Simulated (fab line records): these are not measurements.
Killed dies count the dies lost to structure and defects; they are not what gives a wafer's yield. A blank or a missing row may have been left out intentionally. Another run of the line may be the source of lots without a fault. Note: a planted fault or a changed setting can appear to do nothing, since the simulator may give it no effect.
Chamber matching | flow n5-finfet | N5_BEOL_M7_ETCH_65 on rie-diel-06 has 4 sister chambers
The step etches SiARC in CF4, target depth 15.6 nm, time 26 s. 22 wafers are shown with their chamber, then 11 later ones without.

## WAFERS, EACH WITH ITS CHAMBER
wafer  | chamber | throttle-valve-pct (%) | showerhead-plenum-p-Torr (Torr) | oes-product-au (a.u.)
L076.1 | 2       | 15.89                  | 2.13                            | 0.63
L076.2 | 3       | 15.75                  | 2.05                            | 0.63
L076.4 | 1       | 15.60                  | 2.06                            | 0.60
L075.3 | 0       | 15.32                  | 2.09                            | 0.73
L075.4 | 2       | 15.90                  | 2.13                            | 0.63
L075.5 | 2       | 15.90                  | 2.13                            | 0.63
L079.1 | 0       | 15.34                  | 2.08                            | 0.72
L079.2 | 3       | 15.77                  | 2.04                            | 0.63
L079.6 | 2       | 15.90                  | 2.13                            | 0.63
L081.2 | 0       | 15.34                  | 2.08                            | 0.72
L081.4 | 1       | 15.62                  | 2.05                            | 0.61
L081.5 | 0       | 15.34                  | 2.08                            | 0.73
L082.4 | 3       | 15.77                  | 2.04                            | 0.62
L082.5 | 0       | 15.32                  | 2.08                            | 0.72
L082.6 | 1       | 15.64                  | 2.05                            | 0.60
L083.1 | 3       | 15.77                  | 2.04                            | 0.62
L083.2 | 1       | 15.62                  | 2.05                            | 0.60
L083.6 | 1       | 15.61                  | 2.05                            | 0.60
L080.1 | 3       | 15.79                  | 2.04                            | 0.62
L080.2 | 1       | 15.63                  | 2.05                            | 0.60
L080.4 | 0       | 15.35                  | 2.08                            | 0.71
L085.1 | 0       | 15.36                  | 2.08                            | 0.71

SIGNATURES (means of the wafers above)
reading                  | chamber 0 | chamber 1 | chamber 2 | chamber 3 | scatter within a chamber
throttle-valve-pct       | 15.3386   | 15.6200   | 15.8975   | 15.7700   | 0.0133
showerhead-plenum-p-Torr | 2.0814    | 2.0517    | 2.1300    | 2.0420    | 0.00372
oes-product-au           | 0.7200    | 0.6017    | 0.6300    | 0.6240    | 0.00579
Rule: for each reading, subtract the chamber's mean from the wafer's reading, divide by that reading's scatter and square the result; add these up over the readings and take the root, which gives the wafer's distance from the chamber. The wafer belongs to the nearest chamber; if the next one is less than 2 further off, it can't be placed. The scatter: the root of (the sum of the squares of (reading less its chamber's mean) over the shown wafers, divided by (wafers less chambers)).

## WAFERS WITHOUT THEIR CHAMBER
wafer  | throttle-valve-pct (%) | showerhead-plenum-p-Torr (Torr) | oes-product-au (a.u.)
L085.3 | 15.78                  | 2.04                            | 0.61
L085.5 | 15.65                  | 2.05                            | 0.60
L091.2 | 15.66                  | 2.05                            | 0.59
L091.3 | 15.94                  | 2.13                            | 0.62
L091.6 | 15.67                  | 2.05                            | 0.59
L095.2 | 15.40                  | 2.07                            | 0.70
L095.3 | 15.66                  | 2.05                            | 0.59
L095.4 | 15.82                  | 2.03                            | 0.61
L097.1 | 15.98                  | 2.12                            | 0.61
L097.4 | 15.84                  | 2.03                            | 0.61
L097.5 | 15.40                  | 2.07                            | 0.69

## WHICH CHAMBER EACH ONE RAN IN
wafer  | from the rows above | in truth
L085.3 | 3                   | 3
L085.5 | 1                   | 1
L091.2 | 1                   | 1
L091.3 | 2                   | 2
L091.6 | 1                   | 1
L095.2 | 0                   | 0
L095.3 | 1                   | 1
L095.4 | 3                   | 3
L097.1 | 2                   | 2
L097.4 | 3                   | 3
L097.5 | 0                   | 0
11 of 11 placed correctly. Left unplaced by these rows: 0. Number placed wrongly: 0.
